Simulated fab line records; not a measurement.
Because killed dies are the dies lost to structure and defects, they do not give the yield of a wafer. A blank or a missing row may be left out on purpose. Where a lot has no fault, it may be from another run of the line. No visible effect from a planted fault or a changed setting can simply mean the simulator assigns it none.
Matching of chambers / flow n5 finfet / rie diel-01 running N5_STI_FIN_REVEAL_ETCHBACK_08: 4 sister chambers
The step etches SiO2 in C4F6/O2, target depth 30.5 nm, time 10.167 s. 16 wafers are shown with their chamber, then 8 later ones without.

== WAFERS, EACH WITH ITS CHAMBER ==
wafer=L076.3; chamber=2; showerhead plenum p Torr (Torr)=2.95; throttle valve pct (%)=21.27; rf vpp V (V)=680
wafer=L076.4; chamber=3; showerhead plenum p Torr (Torr)=2.70; throttle valve pct (%)=21.62; rf vpp V (V)=657
wafer=L076.6; chamber=0; showerhead plenum p Torr (Torr)=3.00; throttle valve pct (%)=20.90; rf vpp V (V)=665
wafer=L078.1; chamber=1; showerhead plenum p Torr (Torr)=2.81; throttle valve pct (%)=21.25; rf vpp V (V)=683
wafer=L078.2; chamber=2; showerhead plenum p Torr (Torr)=2.95; throttle valve pct (%)=21.26; rf vpp V (V)=679
wafer=L078.5; chamber=1; showerhead plenum p Torr (Torr)=2.81; throttle valve pct (%)=21.25; rf vpp V (V)=683
wafer=L079.1; chamber=1; showerhead plenum p Torr (Torr)=2.81; throttle valve pct (%)=21.25; rf vpp V (V)=684
wafer=L079.3; chamber=0; showerhead plenum p Torr (Torr)=3.00; throttle valve pct (%)=20.87; rf vpp V (V)=666
wafer=L079.5; chamber=2; showerhead plenum p Torr (Torr)=2.94; throttle valve pct (%)=21.27; rf vpp V (V)=679
wafer=L080.4; chamber=2; showerhead plenum p Torr (Torr)=2.94; throttle valve pct (%)=21.28; rf vpp V (V)=679
wafer=L080.5; chamber=2; showerhead plenum p Torr (Torr)=2.94; throttle valve pct (%)=21.27; rf vpp V (V)=679
wafer=L080.6; chamber=1; showerhead plenum p Torr (Torr)=2.81; throttle valve pct (%)=21.25; rf vpp V (V)=684
wafer=L082.3; chamber=1; showerhead plenum p Torr (Torr)=2.81; throttle valve pct (%)=21.26; rf vpp V (V)=683
wafer=L082.4; chamber=2; showerhead plenum p Torr (Torr)=2.94; throttle valve pct (%)=21.27; rf vpp V (V)=680
wafer=L082.6; chamber=1; showerhead plenum p Torr (Torr)=2.81; throttle valve pct (%)=21.27; rf vpp V (V)=683
wafer=L086.2; chamber=2; showerhead plenum p Torr (Torr)=2.94; throttle valve pct (%)=21.29; rf vpp V (V)=679

SIGNATURES (means of the wafers above)
reading=showerhead plenum p Torr; chamber 0=3.0000; chamber 1=2.8100; chamber 2=2.9429; chamber 3=2.7000; scatter within a chamber=0.00345
reading=throttle valve pct; chamber 0=20.8850; chamber 1=21.2550; chamber 2=21.2729; chamber 3=21.6200; scatter within a chamber=0.0106
reading=rf vpp V; chamber 0=665.50; chamber 1=683.33; chamber 2=679.29; chamber 3=657.00; scatter within a chamber=0.521
Rule: a wafer's distance from a chamber is the root of the sum, over the readings, of the square of ((its reading less the chamber's mean) divided by the reading's scatter). If the next closest chamber is less than 2 further off than the closest, the wafer can't be placed; otherwise it belongs to the closest. How the scatter is found: for the shown wafers, subtract from each reading the mean of its chamber, square and add these, divide the total by (wafers less chambers), then take the root.

== WAFERS WHOSE CHAMBER IS MISSING ==
wafer=L086.3; showerhead plenum p Torr (Torr)=2.80; throttle valve pct (%)=21.28; rf vpp V (V)=683
wafer=L086.6; showerhead plenum p Torr (Torr)=2.99; throttle valve pct (%)=20.88; rf vpp V (V)=665
wafer=L088.1; showerhead plenum p Torr (Torr)=2.80; throttle valve pct (%)=21.28; rf vpp V (V)=682
wafer=L088.5; showerhead plenum p Torr (Torr)=2.94; throttle valve pct (%)=21.27; rf vpp V (V)=679
wafer=L088.6; showerhead plenum p Torr (Torr)=3.03; throttle valve pct (%)=21.30; rf vpp V (V)=666
wafer=L097.2; showerhead plenum p Torr (Torr)=2.93; throttle valve pct (%)=21.32; rf vpp V (V)=681
wafer=L097.4; showerhead plenum p Torr (Torr)=2.98; throttle valve pct (%)=20.91; rf vpp V (V)=664
wafer=L097.5; showerhead plenum p Torr (Torr)=2.93; throttle valve pct (%)=21.32; rf vpp V (V)=678

== WHICH CHAMBER EACH WENT THROUGH ==
wafer=L086.3; from the rows above=1; in truth=1
wafer=L086.6; from the rows above=0; in truth=0
wafer=L088.1; from the rows above=1; in truth=1
wafer=L088.5; from the rows above=2; in truth=2
wafer=L088.6; from the rows above=2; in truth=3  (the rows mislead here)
wafer=L097.2; from the rows above=2; in truth=2
wafer=L097.4; from the rows above=0; in truth=0
wafer=L097.5; from the rows above=2; in truth=2
7 of 8 placed correctly. Number that these rows cannot place: 0. Placed wrongly: 1.
